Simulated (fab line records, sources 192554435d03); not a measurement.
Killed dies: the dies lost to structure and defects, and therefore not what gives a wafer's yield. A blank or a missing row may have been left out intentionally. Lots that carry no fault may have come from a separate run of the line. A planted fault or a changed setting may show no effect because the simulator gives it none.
fab line records :: flow n5_finfet :: part 2 of 2: steps 24 to 28 of 28
record
  lots=5
  wafers=15
  last_day=19
route steps=1938 shown BEOL_M6@1256 BEOL_M7@1263
lots with no fault: from the same line, run without faults
start_h: hours from the record's opening day to when the first of the lot's shown wafers began :: wait_h: hours from the lot's prior step to this one :: " unchanged from the row above :: L1.1+2: several wafers, shown together as one row :: - no value, or no start given :: * or withheld: withheld :: < > ~ a bound
route shown NAME@n: a module of which the file shows steps, and the number in the route of the first :: usual: the fault-free wafers' mean and standard deviation :: same: alike in all rows :: chamber/n: place in a boat :: sites: each site's reading :: _std_site: standard deviation of those values :: _edge_site: the outer-site mean with the inner-site mean subtracted :: radius_mm: for every site, how far away it sits from the centre of the wafer :: mask NAME#n: copy n :: behind: the most recent tool/chamber to have shaped the wafer :: hold: cause of the lot's hold/its duration in hours/its outcome :: device: the transistor (n, p or np) that didn't switch :: end of line: at the end of the route, the tests of the same wafers :: where a step has no rows: the recipe by itself :: killed: dies that structure and defects cost at the first sort, which is not the same as the wafer's yield :: map: dies across one wafer; x = killed, . = not, _ = none there
set.NAME: setting as actually run; set.NAME@STEP: the setting as run at that earlier step :: model.NAME: the simulator's own value behind a step, which no gauge read
a table for each step, a row for each wafer; lots at some steps of the route
services: from which hour (start_h, from the record's first day; less than 0 if before it) a tool's chamber was out of use, for how many hours, and why
## steps
# step N5_BEOL_M7_DESCUM_16
# recipe
  chemistry=O2
  time_s=7.9
  source_power_w=50
  bias_power_w=20
  pressure_mtorr=20
  rf_frequency_hz=2.712e+07
  temp_c=40
  resist=CAR-ArF
  o2_flow_sccm=225
# usual
  drypump_motor_current_A=5.9/0.61
  oes_product_au=0.77/0.061
  rf_vpp_V=242.9/1.3
  showerhead_plenum_p_Torr=2.07/0.062
  throttle_valve_pct=20.47/0.22
# same
  time_s=7.9
lot.wafer: L076.1
tool: rie_diel-06
chamber: 0
start_h: 232.70
wait_h: 0.2
drypump_motor_current_A: 6.5
oes_product_au: 0.90
rf_hours_counter_h: 29
rf_vpp_V: 243.7
showerhead_plenum_p_Torr: 2.14
throttle_valve_pct: 20.32

lot.wafer: L076.4
tool: rie_diel-06
chamber: 2
start_h: 232.70
wait_h: 0.2
drypump_motor_current_A: 5.7
oes_product_au: 0.74
rf_hours_counter_h: 152
rf_vpp_V: 241.4
showerhead_plenum_p_Torr: 1.99
throttle_valve_pct: 20.47

lot.wafer: L076.6
tool: rie_diel-06
chamber: 0
start_h: 232.70
wait_h: 0.2
drypump_motor_current_A: 6.5
oes_product_au: 0.90
rf_hours_counter_h: -
rf_vpp_V: 244.6
showerhead_plenum_p_Torr: 2.14
throttle_valve_pct: 20.31

lot.wafer: L078.2
tool: rie_diel-02
chamber: 3
start_h: 253.89
wait_h: 0.0
drypump_motor_current_A: 6.8
oes_product_au: 0.79
rf_hours_counter_h: 114
rf_vpp_V: 241.7
showerhead_plenum_p_Torr: 2.03
throttle_valve_pct: 20.83

lot.wafer: L078.3
tool: rie_diel-02
chamber: 2
start_h: 253.89
wait_h: 0.0
drypump_motor_current_A: 6.5
oes_product_au: 0.78
rf_hours_counter_h: 95
rf_vpp_V: 243.2
showerhead_plenum_p_Torr: 2.03
throttle_valve_pct: 20.37

lot.wafer: L078.5
tool: rie_diel-02
chamber: 3
start_h: 253.89
wait_h: 0.0
drypump_motor_current_A: 6.8
oes_product_au: 0.79
rf_hours_counter_h: -
rf_vpp_V: 241.4
showerhead_plenum_p_Torr: 2.03
throttle_valve_pct: 20.84

lot.wafer: L092.1
tool: rie_diel-04
chamber: 3
start_h: 340.20
wait_h: 0.9
drypump_motor_current_A: 5.6
oes_product_au: 0.74
rf_hours_counter_h: 170
rf_vpp_V: 241.8
showerhead_plenum_p_Torr: 2.01
throttle_valve_pct: 20.62

lot.wafer: L092.4
tool: rie_diel-04
chamber: 0
start_h: 340.20
wait_h: 0.9
drypump_motor_current_A: 6.0
oes_product_au: 0.84
rf_hours_counter_h: 80
rf_vpp_V: 241.7
showerhead_plenum_p_Torr: 2.03
throttle_valve_pct: 20.33

lot.wafer: L092.6
tool: rie_diel-04
chamber: 0
start_h: 340.20
wait_h: 0.9
drypump_motor_current_A: 6.0
oes_product_au: 0.84
rf_hours_counter_h: -
rf_vpp_V: 241.2
showerhead_plenum_p_Torr: 2.03
throttle_valve_pct: 20.32

lot.wafer: L093.1
tool: rie_diel-02
chamber: 3
start_h: 344.61
wait_h: 0.0
drypump_motor_current_A: 6.8
oes_product_au: 0.77
rf_hours_counter_h: 142
rf_vpp_V: 243.3
showerhead_plenum_p_Torr: 2.02
throttle_valve_pct: 20.86

lot.wafer: L093.3
tool: rie_diel-02
chamber: 0
start_h: 344.61
wait_h: 0.0
drypump_motor_current_A: 5.4
oes_product_au: 0.80
rf_hours_counter_h: 104
rf_vpp_V: 244.6
showerhead_plenum_p_Torr: 2.10
throttle_valve_pct: 20.30

lot.wafer: L093.5
tool: rie_diel-02
chamber: 2
start_h: 344.61
wait_h: 0.0
drypump_motor_current_A: 6.5
oes_product_au: 0.76
rf_hours_counter_h: -
rf_vpp_V: 242.9
showerhead_plenum_p_Torr: 2.02
throttle_valve_pct: 20.38

lot.wafer: L095.2
tool: rie_diel-04
chamber: 3
start_h: 348.17
wait_h: 0.7
drypump_motor_current_A: 5.6
oes_product_au: 0.74
rf_hours_counter_h: 173
rf_vpp_V: 240.9
showerhead_plenum_p_Torr: 2.01
throttle_valve_pct: 20.63

lot.wafer: L095.5
tool: rie_diel-04
chamber: 3
start_h: 348.17
wait_h: 0.7
drypump_motor_current_A: 5.6
oes_product_au: 0.75
rf_hours_counter_h: -
rf_vpp_V: 241.5
showerhead_plenum_p_Torr: 2.01
throttle_valve_pct: 20.63

lot.wafer: L095.6
tool: rie_diel-04
chamber: 2
start_h: 348.17
wait_h: 0.7
drypump_motor_current_A: 5.2
oes_product_au: 0.67
rf_hours_counter_h: -
rf_vpp_V: 243.5
showerhead_plenum_p_Torr: 1.98
throttle_valve_pct: 20.56
# step N5_BEOL_M7_ETCH_61
# recipe
  chemistry=CF4
  target=SiARC
  target_depth_a=455
  mask_material=CAR-ArF
  time_s=75.8
  ion_energy_ev=80
  pressure_mtorr=40
  source_w=545
  bias_w=36
  Ar_flow_sccm=100
  cf4_flow_sccm=100
  ends=cleared
# usual
  drypump_motor_current_A=5.9/0.61
  etch_rf_on_time_s=76.0/2.4
  mfc_ar_sccm=100.0/0.31
  oes_product_au=0.66/0.053
  rf_vpp_V=183.8/1.1
  showerhead_plenum_p_Torr=2.12/0.059
  throttle_valve_pct=15.65/0.22
lot.wafer: L076.1
tool: rie_diel-06
chamber: 0
start_h: 232.74
wait_h: 0.0
drypump_motor_current_A: 6.5
etch_rf_on_time_s: 73.1
mfc_ar_sccm: 99.6
oes_product_au: 0.77
rf_hours_counter_h: 29
rf_vpp_V: 185.3
showerhead_plenum_p_Torr: 2.18
throttle_valve_pct: 15.41

lot.wafer: L076.4
tool: rie_diel-06
chamber: 2
start_h: 232.74
wait_h: 0.0
drypump_motor_current_A: 5.7
etch_rf_on_time_s: 73.5
mfc_ar_sccm: 99.9
oes_product_au: 0.65
rf_hours_counter_h: 152
rf_vpp_V: 183.5
showerhead_plenum_p_Torr: 2.05
throttle_valve_pct: 15.76

lot.wafer: L076.6
tool: rie_diel-06
chamber: 0
start_h: 232.74
wait_h: 0.0
drypump_motor_current_A: 6.5
etch_rf_on_time_s: 72.9
mfc_ar_sccm: 99.7
oes_product_au: 0.77
rf_hours_counter_h: -
rf_vpp_V: 184.0
showerhead_plenum_p_Torr: 2.18
throttle_valve_pct: 15.40

lot.wafer: L078.2
tool: rie_diel-02
chamber: 3
start_h: 253.93
wait_h: 0.0
drypump_motor_current_A: 6.8
etch_rf_on_time_s: 75.1
mfc_ar_sccm: 100.2
oes_product_au: 0.68
rf_hours_counter_h: 114
rf_vpp_V: 181.3
showerhead_plenum_p_Torr: 2.07
throttle_valve_pct: 15.92

lot.wafer: L078.3
tool: rie_diel-02
chamber: 2
start_h: 253.93
wait_h: 0.0
drypump_motor_current_A: 6.5
etch_rf_on_time_s: 79.1
mfc_ar_sccm: 99.9
oes_product_au: 0.66
rf_hours_counter_h: 95
rf_vpp_V: 183.8
showerhead_plenum_p_Torr: 2.08
throttle_valve_pct: 15.43

lot.wafer: L078.5
tool: rie_diel-02
chamber: 3
start_h: 253.93
wait_h: 0.0
drypump_motor_current_A: 6.8
etch_rf_on_time_s: 75.2
mfc_ar_sccm: 99.9
oes_product_au: 0.68
rf_hours_counter_h: -
rf_vpp_V: 182.1
showerhead_plenum_p_Torr: 2.07
throttle_valve_pct: 15.94

lot.wafer: L092.1
tool: rie_diel-04
chamber: 3
start_h: 340.24
wait_h: 0.0
drypump_motor_current_A: 5.6
etch_rf_on_time_s: 75.4
mfc_ar_sccm: 100.1
oes_product_au: 0.64
rf_hours_counter_h: 170
rf_vpp_V: 182.6
showerhead_plenum_p_Torr: 2.06
throttle_valve_pct: 15.83

lot.wafer: L092.4
tool: rie_diel-04
chamber: 0
start_h: 340.24
wait_h: 0.0
drypump_motor_current_A: 6.0
etch_rf_on_time_s: 76.3
mfc_ar_sccm: 99.9
oes_product_au: 0.72
rf_hours_counter_h: 80
rf_vpp_V: 183.7
showerhead_plenum_p_Torr: 2.10
throttle_valve_pct: 15.62

lot.wafer: L092.6
tool: rie_diel-04
chamber: 0
start_h: 340.24
wait_h: 0.0
drypump_motor_current_A: 6.0
etch_rf_on_time_s: 76.5
mfc_ar_sccm: 100.1
oes_product_au: 0.72
rf_hours_counter_h: -
rf_vpp_V: 183.4
showerhead_plenum_p_Torr: 2.10
throttle_valve_pct: 15.62

lot.wafer: L093.1
tool: rie_diel-02
chamber: 3
start_h: 344.64
wait_h: 0.0
drypump_motor_current_A: 6.8
etch_rf_on_time_s: 74.5
mfc_ar_sccm: 100.1
oes_product_au: 0.66
rf_hours_counter_h: 142
rf_vpp_V: 182.4
showerhead_plenum_p_Torr: 2.06
throttle_valve_pct: 16.01

lot.wafer: L093.3
tool: rie_diel-02
chamber: 0
start_h: 344.64
wait_h: 0.0
drypump_motor_current_A: 5.4
etch_rf_on_time_s: 76.5
mfc_ar_sccm: 100.4
oes_product_au: 0.69
rf_hours_counter_h: 104
rf_vpp_V: 184.0
showerhead_plenum_p_Torr: 2.14
throttle_valve_pct: 15.42

lot.wafer: L093.5
tool: rie_diel-02
chamber: 2
start_h: 344.64
wait_h: 0.0
drypump_motor_current_A: 6.5
etch_rf_on_time_s: 79.0
mfc_ar_sccm: 100.0
oes_product_au: 0.64
rf_hours_counter_h: -
rf_vpp_V: 183.3
showerhead_plenum_p_Torr: 2.07
throttle_valve_pct: 15.50

lot.wafer: L095.2
tool: rie_diel-04
chamber: 3
start_h: 348.20
wait_h: 0.0
drypump_motor_current_A: 5.6
etch_rf_on_time_s: 75.7
mfc_ar_sccm: 100.5
oes_product_au: 0.64
rf_hours_counter_h: 173
rf_vpp_V: 183.0
showerhead_plenum_p_Torr: 2.06
throttle_valve_pct: 15.83

lot.wafer: L095.5
tool: rie_diel-04
chamber: 3
start_h: 348.20
wait_h: 0.0
drypump_motor_current_A: 5.6
etch_rf_on_time_s: 75.1
mfc_ar_sccm: 100.4
oes_product_au: 0.63
rf_hours_counter_h: -
rf_vpp_V: 182.6
showerhead_plenum_p_Torr: 2.06
throttle_valve_pct: 15.82

lot.wafer: L095.6
tool: rie_diel-04
chamber: 2
start_h: 348.20
wait_h: 0.0
drypump_motor_current_A: 5.2
etch_rf_on_time_s: 79.4
mfc_ar_sccm: 100.3
oes_product_au: 0.56
rf_hours_counter_h: -
rf_vpp_V: 183.2
showerhead_plenum_p_Torr: 2.02
throttle_valve_pct: 15.79
# step N5_BEOL_M7_ETCH_62
# recipe
  chemistry=N2/H2
  target=SOC
  target_depth_a=1100
  overetch_a=220
  mask_material=SiARC
  temp_c=40
  time_s=165
  ion_energy_ev=200
  pressure_mtorr=30
  source_w=840
  bias_w=150
  n2_flow_sccm=200
  h2_flow_sccm=200
# usual
  drypump_motor_current_A=5.9/0.61
  oes_product_au=0.66/0.048
  rf_vpp_V=523.0/2.4
  showerhead_plenum_p_Torr=2.52/0.082
  throttle_valve_pct=17.90/0.24
# same
  time_s=165
lot.wafer: L076.1
tool: rie_diel-06
chamber: 0
start_h: 232.79
wait_h: 0.0
drypump_motor_current_A: 6.5
oes_product_au: 0.75
rf_hours_counter_h: 29
rf_vpp_V: 526.2
showerhead_plenum_p_Torr: 2.60
throttle_valve_pct: 17.73

lot.wafer: L076.4
tool: rie_diel-06
chamber: 2
start_h: 232.79
wait_h: 0.0
drypump_motor_current_A: 5.7
oes_product_au: 0.64
rf_hours_counter_h: 152
rf_vpp_V: 521.2
showerhead_plenum_p_Torr: 2.44
throttle_valve_pct: 17.98

lot.wafer: L076.6
tool: rie_diel-06
chamber: 0
start_h: 232.79
wait_h: 0.0
drypump_motor_current_A: 6.5
oes_product_au: 0.74
rf_hours_counter_h: -
rf_vpp_V: 526.1
showerhead_plenum_p_Torr: 2.60
throttle_valve_pct: 17.74

lot.wafer: L078.2
tool: rie_diel-02
chamber: 3
start_h: 253.98
wait_h: 0.0
drypump_motor_current_A: 6.8
oes_product_au: 0.67
rf_hours_counter_h: 114
rf_vpp_V: 521.5
showerhead_plenum_p_Torr: 2.47
throttle_valve_pct: 18.36

lot.wafer: L078.3
tool: rie_diel-02
chamber: 2
start_h: 253.98
wait_h: 0.0
drypump_motor_current_A: 6.5
oes_product_au: 0.68
rf_hours_counter_h: 95
rf_vpp_V: 522.7
showerhead_plenum_p_Torr: 2.46
throttle_valve_pct: 17.69

lot.wafer: L078.5
tool: rie_diel-02
chamber: 3
start_h: 253.98
wait_h: 0.0
drypump_motor_current_A: 6.8
oes_product_au: 0.67
rf_hours_counter_h: -
rf_vpp_V: 521.2
showerhead_plenum_p_Torr: 2.47
throttle_valve_pct: 18.37

lot.wafer: L092.1
tool: rie_diel-04
chamber: 3
start_h: 340.29
wait_h: 0.0
drypump_motor_current_A: 5.6
oes_product_au: 0.63
rf_hours_counter_h: 170
rf_vpp_V: 520.0
showerhead_plenum_p_Torr: 2.42
throttle_valve_pct: 17.98

lot.wafer: L092.4
tool: rie_diel-04
chamber: 0
start_h: 340.29
wait_h: 0.0
drypump_motor_current_A: 6.0
oes_product_au: 0.72
rf_hours_counter_h: 80
rf_vpp_V: 522.2
showerhead_plenum_p_Torr: 2.46
throttle_valve_pct: 17.72

lot.wafer: L092.6
tool: rie_diel-04
chamber: 0
start_h: 340.29
wait_h: 0.0
drypump_motor_current_A: 6.0
oes_product_au: 0.72
rf_hours_counter_h: -
rf_vpp_V: 523.1
showerhead_plenum_p_Torr: 2.46
throttle_valve_pct: 17.73

lot.wafer: L093.1
tool: rie_diel-02
chamber: 3
start_h: 344.70
wait_h: 0.0
drypump_motor_current_A: 6.8
oes_product_au: 0.65
rf_hours_counter_h: 142
rf_vpp_V: 519.6
showerhead_plenum_p_Torr: 2.46
throttle_valve_pct: 18.41

lot.wafer: L093.3
tool: rie_diel-02
chamber: 0
start_h: 344.70
wait_h: 0.0
drypump_motor_current_A: 5.4
oes_product_au: 0.69
rf_hours_counter_h: 104
rf_vpp_V: 523.8
showerhead_plenum_p_Torr: 2.57
throttle_valve_pct: 17.78

lot.wafer: L093.5
tool: rie_diel-02
chamber: 2
start_h: 344.70
wait_h: 0.0
drypump_motor_current_A: 6.5
oes_product_au: 0.65
rf_hours_counter_h: -
rf_vpp_V: 519.4
showerhead_plenum_p_Torr: 2.45
throttle_valve_pct: 17.74

lot.wafer: L095.2
tool: rie_diel-04
chamber: 3
start_h: 348.26
wait_h: 0.0
drypump_motor_current_A: 5.6
oes_product_au: 0.63
rf_hours_counter_h: 173
rf_vpp_V: 520.7
showerhead_plenum_p_Torr: 2.42
throttle_valve_pct: 18.00

lot.wafer: L095.5
tool: rie_diel-04
chamber: 3
start_h: 348.26
wait_h: 0.0
drypump_motor_current_A: 5.6
oes_product_au: 0.63
rf_hours_counter_h: -
rf_vpp_V: 521.4
showerhead_plenum_p_Torr: 2.42
throttle_valve_pct: 17.97

lot.wafer: L095.6
tool: rie_diel-04
chamber: 2
start_h: 348.26
wait_h: 0.0
drypump_motor_current_A: 5.2
oes_product_au: 0.57
rf_hours_counter_h: -
rf_vpp_V: 518.2
showerhead_plenum_p_Torr: 2.39
throttle_valve_pct: 17.78
# step N5_BEOL_M7_STRIP_68
# recipe
  chemistry=N2/H2
  temp_c=40
  n2_flow_sccm=200
  h2_flow_sccm=200
  rf_frequency_hz=6e+07
lot.wafer: L076.1+4+6
tool: rie_diel-06
chamber: 0,2,0
start_h: 232.93
wait_h: 0.1

lot.wafer: L078.2+3+5
tool: rie_diel-02
chamber: 3,2,3
start_h: 254.12
wait_h: 0.1

lot.wafer: L092.1+4+6
tool: rie_diel-04
chamber: 3,0,0
start_h: 340.43
wait_h: 0.1

lot.wafer: L093.1+3+5
tool: rie_diel-02
chamber: 3,0,2
start_h: 344.84
wait_h: 0.1

lot.wafer: L095.2+5+6
tool: rie_diel-04
chamber: 3,3,2
start_h: 348.39
wait_h: 0.1
# step N5_BEOL_M7_STRIP_67
# recipe
  chemistry=CF4
  resist=SiARC
  power_w=300
  bias_power_w=75
  pressure_mtorr=50
  cf4_flow_sccm=150
  rf_frequency_hz=6e+07
# usual
  drypump_motor_current_A=5.9/0.61
  oes_product_au=0.77/0.055
  power_w=299.9/0.87
  rf_vpp_V=270.7/1.6
  showerhead_plenum_p_Torr=1.77/0.051
  throttle_valve_pct=13.64/0.22
lot.wafer: L076.1
tool: rie_diel-06
chamber: 0
start_h: 232.94
wait_h: 0.0
drypump_motor_current_A: 6.4
oes_product_au: 0.88
power_w: 300.3
rf_hours_counter_h: 29
rf_vpp_V: 270.8
showerhead_plenum_p_Torr: 1.82
throttle_valve_pct: 13.34

lot.wafer: L076.4
tool: rie_diel-06
chamber: 2
start_h: 232.94
wait_h: 0.0
drypump_motor_current_A: 5.7
oes_product_au: 0.76
power_w: 300.3
rf_hours_counter_h: 152
rf_vpp_V: 270.4
showerhead_plenum_p_Torr: 1.73
throttle_valve_pct: 13.77

lot.wafer: L076.6
tool: rie_diel-06
chamber: 0
start_h: 232.94
wait_h: 0.0
drypump_motor_current_A: 6.4
oes_product_au: 0.88
power_w: 300.0
rf_hours_counter_h: -
rf_vpp_V: 271.5
showerhead_plenum_p_Torr: 1.82
throttle_valve_pct: 13.36

lot.wafer: L078.2
tool: rie_diel-02
chamber: 3
start_h: 254.13
wait_h: 0.0
drypump_motor_current_A: 6.8
oes_product_au: 0.79
power_w: 299.4
rf_hours_counter_h: 114
rf_vpp_V: 269.0
showerhead_plenum_p_Torr: 1.73
throttle_valve_pct: 13.87

lot.wafer: L078.3
tool: rie_diel-02
chamber: 2
start_h: 254.13
wait_h: 0.0
drypump_motor_current_A: 6.5
oes_product_au: 0.79
power_w: 297.5
rf_hours_counter_h: 95
rf_vpp_V: 269.8
showerhead_plenum_p_Torr: 1.73
throttle_valve_pct: 13.38

lot.wafer: L078.5
tool: rie_diel-02
chamber: 3
start_h: 254.13
wait_h: 0.0
drypump_motor_current_A: 6.8
oes_product_au: 0.79
power_w: 299.2
rf_hours_counter_h: -
rf_vpp_V: 270.8
showerhead_plenum_p_Torr: 1.73
throttle_valve_pct: 13.88

lot.wafer: L092.1
tool: rie_diel-04
chamber: 3
start_h: 340.44
wait_h: 0.0
drypump_motor_current_A: 5.6
oes_product_au: 0.75
power_w: 299.4
rf_hours_counter_h: 170
rf_vpp_V: 268.4
showerhead_plenum_p_Torr: 1.73
throttle_valve_pct: 13.81

lot.wafer: L092.4
tool: rie_diel-04
chamber: 0
start_h: 340.44
wait_h: 0.0
drypump_motor_current_A: 6.0
oes_product_au: 0.85
power_w: 299.6
rf_hours_counter_h: 80
rf_vpp_V: 270.3
showerhead_plenum_p_Torr: 1.76
throttle_valve_pct: 13.58

lot.wafer: L092.6
tool: rie_diel-04
chamber: 0
start_h: 340.44
wait_h: 0.0
drypump_motor_current_A: 6.0
oes_product_au: 0.84
power_w: 300.6
rf_hours_counter_h: -
rf_vpp_V: 270.1
showerhead_plenum_p_Torr: 1.76
throttle_valve_pct: 13.57

lot.wafer: L093.1
tool: rie_diel-02
chamber: 3
start_h: 344.85
wait_h: 0.0
drypump_motor_current_A: 6.8
oes_product_au: 0.76
power_w: 298.6
rf_hours_counter_h: 142
rf_vpp_V: 270.4
showerhead_plenum_p_Torr: 1.73
throttle_valve_pct: 13.97

lot.wafer: L093.3
tool: rie_diel-02
chamber: 0
start_h: 344.85
wait_h: 0.0
drypump_motor_current_A: 5.3
oes_product_au: 0.82
power_w: 300.3
rf_hours_counter_h: 104
rf_vpp_V: 270.5
showerhead_plenum_p_Torr: 1.80
throttle_valve_pct: 13.42

lot.wafer: L093.5
tool: rie_diel-02
chamber: 2
start_h: 344.85
wait_h: 0.0
drypump_motor_current_A: 6.5
oes_product_au: 0.77
power_w: 301.3
rf_hours_counter_h: -
rf_vpp_V: 270.7
showerhead_plenum_p_Torr: 1.73
throttle_valve_pct: 13.43

lot.wafer: L095.2
tool: rie_diel-04
chamber: 3
start_h: 348.40
wait_h: 0.0
drypump_motor_current_A: 5.6
oes_product_au: 0.74
power_w: 298.9
rf_hours_counter_h: 173
rf_vpp_V: 270.6
showerhead_plenum_p_Torr: 1.73
throttle_valve_pct: 13.84

lot.wafer: L095.5
tool: rie_diel-04
chamber: 3
start_h: 348.40
wait_h: 0.0
drypump_motor_current_A: 5.6
oes_product_au: 0.75
power_w: 299.1
rf_hours_counter_h: -
rf_vpp_V: 269.0
showerhead_plenum_p_Torr: 1.73
throttle_valve_pct: 13.83

lot.wafer: L095.6
tool: rie_diel-04
chamber: 2
start_h: 348.40
wait_h: 0.0
drypump_motor_current_A: 5.2
oes_product_au: 0.68
power_w: 300.9
rf_hours_counter_h: -
rf_vpp_V: 267.7
showerhead_plenum_p_Torr: 1.69
throttle_valve_pct: 13.82
## services
tool: cmp-02
chamber: -
start_h: 212.65
hours: 4.0
kind: pm

tool: rie_diel-04
chamber: -
start_h: 216.50
hours: 0.6
kind: repair

tool: arfi_scanner-01
chamber: -
start_h: 217.55
hours: 1.0
kind: pm

tool: cmp-04
chamber: -
start_h: 218.33
hours: 4.0
kind: pm

tool: pecvd-02
chamber: -
start_h: 223.37
hours: 1.4
kind: repair

tool: arfi_scanner-01
chamber: -
start_h: 226.72
hours: 3.9
kind: pm

tool: rie_diel-02
chamber: 1
start_h: 227.08
hours: 8.1
kind: repair

tool: cmp-04
chamber: -
start_h: 231.61
hours: 7.9
kind: repair

tool: rie_diel-04
chamber: 1
start_h: 232.09
hours: 5.6
kind: repair

tool: cmp-02
chamber: -
start_h: 253.81
hours: 1.8
kind: repair

tool: cmp-04
chamber: -
start_h: 273.48
hours: 0.8
kind: repair

tool: cmp-02
chamber: -
start_h: 276.03
hours: 0.5
kind: repair

tool: cmp-02
chamber: -
start_h: 277.21
hours: 8.7
kind: pm

tool: arfi_scanner-01
chamber: -
start_h: 278.98
hours: 1.0
kind: pm

tool: arfi_scanner-01
chamber: -
start_h: 286.61
hours: 1.3
kind: pm

tool: arfi_scanner-01
chamber: -
start_h: 289.46
hours: 0.8
kind: pm

tool: pecvd-01
chamber: 1
start_h: 292.97
hours: 3.6
kind: repair

tool: rie_diel-06
chamber: 3
start_h: 296.14
hours: 2.1
kind: repair

tool: pecvd-01
chamber: -
start_h: 297.04
hours: 28.1
kind: pm

tool: arfi_scanner-01
chamber: -
start_h: 307.47
hours: 0.4
kind: repair

tool: uv_cure-02
chamber: -
start_h: 310.03
hours: 0.7
kind: repair

tool: rtp_anneal-01
chamber: -
start_h: 317.71
hours: 2.4
kind: pm

tool: pecvd-03
chamber: -
start_h: 331.36
hours: 0.6
kind: repair

tool: rie_diel-02
chamber: 2
start_h: 333.65
hours: 4.7
kind: repair
